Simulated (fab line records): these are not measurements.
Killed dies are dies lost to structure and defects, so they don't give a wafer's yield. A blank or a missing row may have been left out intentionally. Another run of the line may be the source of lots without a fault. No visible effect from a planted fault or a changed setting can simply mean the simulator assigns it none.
Chamber matching || flow n5_finfet || N5_HKMG_FIN_ALD_71 on ald_metal-02: 4 sister chambers
The step deposits TiN, target thk 1 nm, pulse time 1 s, purge time 3 s. 8 wafers are shown with their chamber, then 8 later ones without.

## WAFERS WITH THEIR CHAMBER
{"wafer": "L079.3", "chamber": 0, "heater_power_w (W)": 979, "precursor_pulse_height_rel": 1.010}
{"wafer": "L083.1", "chamber": 2, "heater_power_w (W)": 1011, "precursor_pulse_height_rel": 0.987}
{"wafer": "L083.3", "chamber": 3, "heater_power_w (W)": 663, "precursor_pulse_height_rel": 1.006}
{"wafer": "L083.4", "chamber": 1, "heater_power_w (W)": 651, "precursor_pulse_height_rel": 0.989}
{"wafer": "L088.3", "chamber": 2, "heater_power_w (W)": 1004, "precursor_pulse_height_rel": 1.020}
{"wafer": "L088.4", "chamber": 1, "heater_power_w (W)": 650, "precursor_pulse_height_rel": 1.035}
{"wafer": "L088.5", "chamber": 0, "heater_power_w (W)": 1013, "precursor_pulse_height_rel": 1.001}
{"wafer": "L090.1", "chamber": 3, "heater_power_w (W)": 678, "precursor_pulse_height_rel": 0.980}

## WAFERS WITHOUT THEIR CHAMBER
{"wafer": "L090.2", "heater_power_w (W)": 634, "precursor_pulse_height_rel": 1.011}
{"wafer": "L090.3", "heater_power_w (W)": 1018, "precursor_pulse_height_rel": 0.999}
{"wafer": "L095.1", "heater_power_w (W)": 1020, "precursor_pulse_height_rel": 0.986}
{"wafer": "L095.4", "heater_power_w (W)": 638, "precursor_pulse_height_rel": 1.017}
{"wafer": "L095.6", "heater_power_w (W)": 1016, "precursor_pulse_height_rel": 1.015}
{"wafer": "L096.1", "heater_power_w (W)": 995, "precursor_pulse_height_rel": 0.981}
{"wafer": "L096.4", "heater_power_w (W)": 1000, "precursor_pulse_height_rel": 0.988}
{"wafer": "L096.6", "heater_power_w (W)": 1018, "precursor_pulse_height_rel": 0.986}

## CHAMBER TAKEN BY EACH
{"wafer": "L090.2", "from the rows above": "can't be placed: 1 or 3", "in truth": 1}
{"wafer": "L090.3", "from the rows above": "can't be placed: 2 or 0", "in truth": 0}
{"wafer": "L095.1", "from the rows above": "can't be placed: 2 or 0", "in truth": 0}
{"wafer": "L095.4", "from the rows above": "can't be placed: 1 or 3", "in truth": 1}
{"wafer": "L095.6", "from the rows above": "can't be placed: 2 or 0", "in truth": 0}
{"wafer": "L096.1", "from the rows above": "can't be placed: 0 or 2", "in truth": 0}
{"wafer": "L096.4", "from the rows above": "can't be placed: 0 or 2", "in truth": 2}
{"wafer": "L096.6", "from the rows above": "can't be placed: 2 or 0", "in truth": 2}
Placed correctly: 0 of 8. These rows do not allow placing 8 (true chamber among the candidates in 8). Wrongly placed: 0.
How it was worked out, from the rows above alone: a wafer's distance from a chamber is the root of the sum, over the readings, of the square of ((its reading less the chamber's mean) divided by the reading's scatter). If the next closest chamber is less than 2 further off than the closest, the wafer can't be placed; otherwise it belongs to the closest. The mean given for a chamber averages the wafers shown for that chamber. How the scatter is found: for the shown wafers, subtract from each reading the mean of its chamber, square and add these, divide the total by (wafers less chambers), then take the root.
